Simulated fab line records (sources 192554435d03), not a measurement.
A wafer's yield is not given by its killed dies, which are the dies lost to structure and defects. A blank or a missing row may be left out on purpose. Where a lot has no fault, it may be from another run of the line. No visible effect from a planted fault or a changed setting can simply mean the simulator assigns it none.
The tool behind it: which one? | flow n5Finfet | 24 lots with 72 wafers sampled at 6 steps, on a route of 1938 steps

== WHAT EACH GAUGE READ, for each wafer ==
N5_BEOL_M11_CD_MEAS_11: target cd 64.1 nm. Usual: 64.0 nm for cdNm, sd 0.58.
lot  | measured     | on       | cdNm (nm)      | flag
L075 | day 9 21:38  | cdSem-01 | 64.9 64.9 64.1 | 
L074 | day 10 05:35 | cdSem-03 | 63.9 63.6 64.6 | 
L077 | day 10 18:23 | cdSem-02 | 64.2 64.6 63.9 | 
L076 | day 10 18:37 | cdSem-03 | 63.4 64.5 63.8 | 
L079 | day 11 02:35 | cdSem-02 | 63.0 63.5 63.2 | 
L078 | day 11 06:24 | cdSem-03 | 64.3 64.4 64.3 | 
L080 | day 11 09:33 | cdSem-03 | 62.6 63.8 63.4 | 
L081 | day 11 12:07 | cdSem-01 | 64.7 62.8 63.6 | 
L082 | day 12 03:37 | cdSem-03 | 63.6 63.4 63.5 | 
L083 | day 12 04:04 | cdSem-03 | 63.0 62.7 63.7 | 
L084 | day 12 22:22 | cdSem-01 | 63.5 63.9 63.8 | 
L086 | day 13 14:17 | cdSem-01 | 63.8 63.9 63.1 | 
L087 | day 13 14:35 | cdSem-01 | 64.7 65.1 65.6 | 
L085 | day 13 15:34 | cdSem-01 | 64.9 63.7 64.0 | 
L089 | day 14 07:06 | cdSem-02 | 64.0 64.6 64.2 | 
L088 | day 14 07:16 | cdSem-02 | 64.4 64.1 63.6 | 
L091 | day 14 11:07 | cdSem-03 | 63.2 63.7 63.9 | 
L090 | day 14 11:16 | cdSem-03 | 64.4 63.9 64.3 | 
L093 | day 14 14:28 | cdSem-01 | 63.2 64.1 64.7 | 
L092 | day 14 19:13 | cdSem-03 | 64.6 63.3 65.3 | 
L094 | day 14 19:38 | cdSem-02 | 63.5 63.3 64.0 | 
L095 | day 15 19:23 | cdSem-02 | 64.2 64.0 64.1 | 
L096 | day 15 23:16 | cdSem-01 | 63.9 64.1 64.8 | 
L097 | day 16 12:41 | cdSem-03 | 64.4 64.3 64.7 | 

N5_BEOL_M11_INSPECT_30: inspects for defects (brightfield). Usual: 415 for rawDefectCount, sd 88.
lot  | measured     | on               | rawDefectCount | flag
L075 | day 9 22:53  | defectInspect-02 | 352 456 382    | 
L074 | day 10 07:14 | defectInspect-02 | 458 452 377    | 
L077 | day 10 19:20 | defectInspect-01 | 242 294 298    | 
L076 | day 10 22:11 | defectInspect-01 | 385 431 531    | 
L079 | day 11 04:59 | defectInspect-01 | 314 416 309    | 
L078 | day 11 07:52 | defectInspect-02 | 447 377 357    | 
L080 | day 11 10:41 | defectInspect-01 | 596 389 415    | 
L081 | day 11 14:23 | defectInspect-01 | 430 343 418    | 
L082 | day 12 04:30 | defectInspect-02 | 370 388 325    | 
L083 | day 12 05:04 | defectInspect-02 | 461 401 446    | 
L084 | day 13 00:49 | defectInspect-01 | 587 557 613    | 
L086 | day 13 16:17 | defectInspect-01 | 505 584 572    | 
L087 | day 13 16:27 | defectInspect-02 | 401 346 253    | 
L085 | day 13 18:50 | defectInspect-02 | 361 322 468    | 
L089 | day 14 10:02 | defectInspect-02 | 456 384 367    | 
L088 | day 14 09:52 | defectInspect-01 | 365 409 521    | 
L091 | day 14 12:59 | defectInspect-01 | 463 617 434    | 
L090 | day 14 13:10 | defectInspect-02 | 372 479 313    | 
L093 | day 14 18:15 | defectInspect-01 | 369 423 359    | 
L092 | day 14 20:20 | defectInspect-01 | 328 323 412    | 
L094 | day 14 22:22 | defectInspect-02 | 437 336 426    | 
L095 | day 15 21:29 | defectInspect-01 | 330 370 383    | 
L096 | day 16 00:24 | defectInspect-01 | 751 528 456    | 
L097 | day 16 13:49 | defectInspect-01 | 412 461 498    | 

N5_BEOL_M11_CD_MEAS_35: target cd 70 nm. Usual: 70.0 nm for cdNm, sd 0.66.
lot  | measured     | on       | cdNm (nm)      | flag
L075 | day 9 23:34  | cdSem-01 | 70.4 70.5 70.4 | 
L074 | day 10 08:35 | cdSem-02 | 69.8 69.2 71.3 | 
L077 | day 10 20:09 | cdSem-02 | 69.7 70.6 69.4 | 
L076 | day 10 22:52 | cdSem-02 | 68.6 70.5 69.5 | 
L079 | day 11 05:41 | cdSem-03 | 68.8 70.3 68.9 | 
L078 | day 11 08:34 | cdSem-02 | 70.9 69.6 70.0 | 
L080 | day 11 11:23 | cdSem-02 | 69.5 70.5 69.8 | 
L081 | day 11 15:05 | cdSem-03 | 70.6 69.3 70.4 | 
L082 | day 12 05:11 | cdSem-01 | 69.6 70.5 69.8 | 
L083 | day 12 05:45 | cdSem-02 | 68.9 69.3 70.4 | 
L084 | day 13 01:31 | cdSem-03 | 70.3 70.0 69.9 | 
L086 | day 13 16:59 | cdSem-02 | 68.9 70.6 68.8 | 
L087 | day 13 17:10 | cdSem-02 | 71.1 71.4 71.3 | 
L085 | day 13 19:34 | cdSem-02 | 71.5 70.3 69.5 | 
L089 | day 14 10:43 | cdSem-02 | 68.9 70.3 70.5 | 
L088 | day 14 10:33 | cdSem-02 | 70.2 70.1 69.7 | 
L091 | day 14 13:40 | cdSem-02 | 69.0 69.2 69.4 | 
L090 | day 14 14:07 | cdSem-01 | 69.5 70.9 71.1 | 
L093 | day 14 18:58 | cdSem-02 | 69.9 70.3 71.1 | 
L092 | day 14 21:01 | cdSem-02 | 70.8 69.4 71.3 | 
L094 | day 14 23:19 | cdSem-03 | 70.2 69.2 69.1 | 
L095 | day 15 22:12 | cdSem-03 | 70.6 69.7 70.4 | 
L096 | day 16 01:23 | cdSem-03 | 69.8 70.1 70.7 | 
L097 | day 16 14:31 | cdSem-03 | 70.2 70.4 70.7 | 

N5_BEOL_M11_INSPECT_58: inspects for defects (darkfield). Usual: 75 for rawDefectCount, sd 23.
lot  | measured     | on               | rawDefectCount | flag
L075 | day 10 02:57 | defectInspect-02 | 80 49 92       | 
L074 | day 10 11:29 | defectInspect-02 | 68 64 83       | 
L077 | day 11 00:11 | defectInspect-01 | 56 70 50       | 
L076 | day 11 01:29 | defectInspect-01 | 98 57 47       | 
L079 | day 11 07:57 | defectInspect-02 | 40 75 83       | 
L078 | day 11 12:14 | defectInspect-02 | 88 93 78       | 
L080 | day 11 15:47 | defectInspect-01 | 71 72 122      | 
L081 | day 11 17:40 | defectInspect-01 | 96 85 72       | 
L082 | day 12 09:14 | defectInspect-02 | 58 94 67       | 
L083 | day 12 09:40 | defectInspect-02 | 52 56 97       | 
L084 | day 13 04:33 | defectInspect-02 | 106 71 89      | 
L086 | day 13 20:06 | defectInspect-02 | 132 67 100     | 
L087 | day 13 20:49 | defectInspect-01 | 95 71 101      | 
L085 | day 13 21:49 | defectInspect-02 | 102 85 77      | 
L089 | day 14 13:17 | defectInspect-02 | 39 81 70       | 
L088 | day 14 13:01 | defectInspect-02 | 89 89 143      | 
L091 | day 14 15:41 | defectInspect-02 | 34 75 60       | 
L090 | day 14 19:13 | defectInspect-02 | 71 79 58       | 
L093 | day 14 22:11 | defectInspect-02 | 80 54 54       | 
L092 | day 15 00:38 | defectInspect-01 | 68 97 96       | 
L094 | day 15 02:28 | defectInspect-01 | 103 104 65     | 
L095 | day 16 00:26 | defectInspect-01 | 58 30 43       | 
L096 | day 16 05:33 | defectInspect-01 | 66 69 93       | 
L097 | day 16 17:52 | defectInspect-01 | 34 41 49       | 

== TOOL THAT RAN EACH LOT (tool first, then ch and the chambers of the sampled wafers, then the start) ==
lot  | N5_BEOL_M11_ILD_DEP_00          | N5_BEOL_M11_ETCH_66
L075 | pecvd-01 ch 0,2, day 9 20:02    | rieDiel-06 ch 0,1,3, day 9 23:01
L074 | pecvd-02 ch 0,1, day 10 03:41   | rieDiel-01 ch 1,2,3, day 10 08:01
L077 | pecvd-02 ch 0,1,2, day 10 16:11 | rieDiel-02 ch 1,2,3, day 10 19:35
L076 | pecvd-03 ch 0,1, day 10 16:27   | rieDiel-02 ch 1,2, day 10 22:18
L079 | pecvd-01 ch 1,2, day 10 23:58   | rieDiel-02 ch 0,1, day 11 05:07
L078 | pecvd-03 ch 1,2, day 11 04:41   | rieDiel-01 ch 1,3, day 11 07:59
L080 | pecvd-02 ch 0,1,2, day 11 08:13 | rieDiel-06 ch 0,1,2, day 11 10:49
L081 | pecvd-01 ch 0,2, day 11 10:10   | rieDiel-06 ch 0,1,2, day 11 14:31
L082 | pecvd-01 ch 0,2, day 12 00:47   | rieDiel-01 ch 1,3, day 12 04:37
L083 | pecvd-03 ch 1,2, day 12 01:55   | rieDiel-01 ch 1,2,3, day 12 05:11
L084 | pecvd-01 ch 0,2, day 12 18:04   | rieDiel-06 ch 0,1,2, day 13 00:56
L086 | pecvd-02 ch 0,2, day 13 12:38   | rieDiel-06 ch 0,2,3, day 13 16:25
L087 | pecvd-03 ch 0,1, day 13 13:00   | rieDiel-01 ch 0,1,3, day 13 16:34
L085 | pecvd-01 ch 0,1, day 13 14:20   | rieDiel-02 ch 0,2, day 13 18:59
L089 | pecvd-02 ch 0,1, day 14 05:47   | rieDiel-06 ch 0,3, day 14 10:10
L088 | pecvd-02 ch 1,2, day 14 06:04   | rieDiel-01 ch 0,1,3, day 14 09:59
L091 | pecvd-01 ch 0,1,2, day 14 07:19 | rieDiel-02 ch 0,1, day 14 13:07
L090 | pecvd-03 ch 0,1,2, day 14 07:50 | rieDiel-01 ch 0,2, day 14 13:34
L093 | pecvd-01 ch 0,2, day 14 13:09   | rieDiel-02 ch 1,2, day 14 18:22
L092 | pecvd-03 ch 0,1,2, day 14 14:44 | rieDiel-06 ch 0,1,3, day 14 20:27
L094 | pecvd-03 ch 0,1,2, day 14 15:09 | rieDiel-06 ch 0,1,3, day 14 22:44
L095 | pecvd-03 ch 0,1,2, day 15 17:58 | rieDiel-02 ch 0,2,3, day 15 21:41
L096 | pecvd-02 ch 0,2, day 15 21:26   | rieDiel-06 ch 1,2,3, day 16 00:49
L097 | pecvd-02 ch 1,2, day 16 09:58   | rieDiel-06 ch 1,2,3, day 16 13:57
- N5_BEOL_M11_ILD_DEP_00: deposits SiCOH lowk from DEMS/porogen, target thk 308.51 nm, time 58 s.
- N5_BEOL_M11_ETCH_66: etches SOC in N2/H2, target depth 120 nm, overetch 24 nm, time 180 s.

== AS READ BY THE TOOLS THEMSELVES (means over the sampled wafers that have a number; for cases with no such wafer, the mark the record gives instead) ==
N5_BEOL_M11_ILD_DEP_00. Usual: heaterPowerW 308 W, standard deviation 60; showerheadPlenumPTorr 5.740 Torr, standard deviation 0.011; throttleValvePct 14.0 %, standard deviation 0.7.
lot  | tool     | heaterPowerW (W) | showerheadPlenumPTorr (Torr) | throttleValvePct (%) | flag
L075 | pecvd-01 | 341              | 5.738                        | 13.5                 | 
L074 | pecvd-02 | 319              | 5.745                        | 14.6                 | 
L077 | pecvd-02 | 361              | 5.736                        | 14.2                 | 
L076 | pecvd-03 | 226              | 5.741                        | 13.9                 | 
L079 | pecvd-01 | 307              | 5.747                        | 13.9                 | 
L078 | pecvd-03 | 265              | 5.741                        | 13.5                 | 
L080 | pecvd-02 | 361              | 5.732                        | 14.2                 | 
L081 | pecvd-01 | 326              | 5.745                        | 13.9                 | 
L082 | pecvd-01 | 306              | 5.753                        | 13.8                 | 
L083 | pecvd-03 | 259              | 5.742                        | 13.3                 | 
L084 | pecvd-01 | 332              | 5.744                        | 14.0                 | 
L086 | pecvd-02 | 352              | 5.733                        | 14.2                 | 
L087 | pecvd-03 | 266              | 5.741                        | 14.0                 | 
L085 | pecvd-01 | 321              | 5.748                        | 14.9                 | 
L089 | pecvd-02 | 320              | 5.746                        | 14.6                 | 
L088 | pecvd-02 | 350              | 5.728                        | 14.2                 | 
L091 | pecvd-01 | 317              | 5.753                        | 14.2                 | 
L090 | pecvd-03 | 246              | 5.728                        | 13.4                 | 
L093 | pecvd-01 | 341              | 5.739                        | 14.1                 | 
L092 | pecvd-03 | 246              | 5.737                        | 13.6                 | 
L094 | pecvd-03 | 234              | 5.742                        | 13.3                 | 
L095 | pecvd-03 | 245              | 5.732                        | 13.4                 | 
L096 | pecvd-02 | 379              | 5.739                        | 14.7                 | 
L097 | pecvd-02 | 327              | 5.735                        | 14.3                 | 

N5_BEOL_M11_ETCH_66. Usual: biasW is 150.0 W with standard deviation 0.46, drypumpMotorCurrentA is 5.5 A with standard deviation 0.35, oesProductAu is 0.65 a.u. with standard deviation 0.082, rfVppV is 524.8 V with standard deviation 1.9, showerheadPlenumPTorr is 2.57 Torr with standard deviation 0.064, tempC is 40.00 C with standard deviation 0.12, and throttleValvePct is 17.81 % with standard deviation 0.29.
lot  | tool       | biasW (W) | drypumpMotorCurrentA (A) | oesProductAu (a.u.) | rfVppV (V) | showerheadPlenumPTorr (Torr) | tempC (C) | throttleValvePct (%) | flag
L075 | rieDiel-06 | 150.3     | 5.4                      | 0.57                | 524.3      | 2.56                         | 39.93     | 18.10                | 
L074 | rieDiel-01 | 149.9     | 5.5                      | 0.58                | 523.7      | 2.55                         | 39.96     | 18.09                | 
L077 | rieDiel-02 | 150.1     | 5.8                      | 0.63                | 523.6      | 2.52                         | 40.01     | 17.70                | 
L076 | rieDiel-02 | 150.0     | 5.8                      | 0.64                | 524.0      | 2.52                         | 40.03     | 17.52                | 
L079 | rieDiel-02 | 150.2     | 5.8                      | 0.65                | 525.0      | 2.53                         | 40.05     | 17.54                | 
L078 | rieDiel-01 | 150.1     | 5.3                      | 0.57                | 524.2      | 2.54                         | 39.92     | 18.02                | 
L080 | rieDiel-06 | 150.1     | 5.4                      | 0.60                | 525.9      | 2.61                         | 40.00     | 17.95                | 
L081 | rieDiel-06 | 150.3     | 5.5                      | 0.60                | 525.7      | 2.61                         | 39.98     | 17.95                | 
L082 | rieDiel-01 | 149.6     | 5.3                      | 0.57                | 523.8      | 2.54                         | 40.07     | 18.03                | 
L083 | rieDiel-01 | 149.9     | 5.5                      | 0.57                | 524.9      | 2.54                         | 39.88     | 18.13                | 
L084 | rieDiel-06 | 149.6     | 5.5                      | 0.59                | 525.2      | 2.61                         | 39.84     | 17.96                | 
L086 | rieDiel-06 | 149.5     | 5.1                      | 0.67                | 526.8      | 2.63                         | 39.98     | 17.82                | 
L087 | rieDiel-01 | 149.5     | 5.3                      | 0.68                | 523.4      | 2.56                         | 40.06     | 17.85                | 
L085 | rieDiel-02 | 150.2     | 5.7                      | 0.70                | 524.8      | 2.55                         | 40.08     | 17.36                | 
L089 | rieDiel-06 | 150.2     | 5.2                      | 0.64                | 527.2      | 2.66                         | 40.06     | 17.89                | 
L088 | rieDiel-01 | 150.2     | 5.3                      | 0.67                | 525.0      | 2.55                         | 39.95     | 17.86                | 
L091 | rieDiel-02 | 150.1     | 5.8                      | 0.70                | 523.4      | 2.52                         | 40.24     | 17.44                | 
L090 | rieDiel-01 | 149.7     | 5.5                      | 0.70                | 524.3      | 2.53                         | 40.02     | 17.91                | 
L093 | rieDiel-02 | 149.7     | 5.7                      | 0.73                | 524.0      | 2.54                         | 40.03     | 17.29                | 
L092 | rieDiel-06 | 150.4     | 5.4                      | 0.70                | 527.7      | 2.65                         | 39.93     | 17.86                | 
L094 | rieDiel-06 | 149.8     | 5.4                      | 0.70                | 527.1      | 2.65                         | 40.02     | 17.86                | 
L095 | rieDiel-02 | 149.7     | 5.8                      | 0.69                | 523.1      | 2.53                         | 39.94     | 17.55                | 
L096 | rieDiel-06 | 150.0     | 5.3                      | 0.71                | 526.7      | 2.61                         | 40.01     | 17.80                | 
L097 | rieDiel-06 | 150.2     | 5.3                      | 0.71                | 525.5      | 2.61                         | 39.95     | 17.80                | 

== THE ANSWER, worked out from the rows above alone ==
Rule: a lot counts as off when the mean over its wafers that have a number is more than 3 standard deviations away from the usual mean. A lot without any number at a reading at which 4 lots or more have one is off too. Where the step has rows for the other lots, those lots are counted as sound. First the gauges in route order, then the tools' own readings, where a lot's mean is used as printed above. At the first step where some lot is off, the reading lying furthest off is the one used; lots without a number count as furthest.
No lot is off on any of the readings shown, so nothing can be concluded from this.

== WHAT THE SIMULATOR HAD PUT IN ==
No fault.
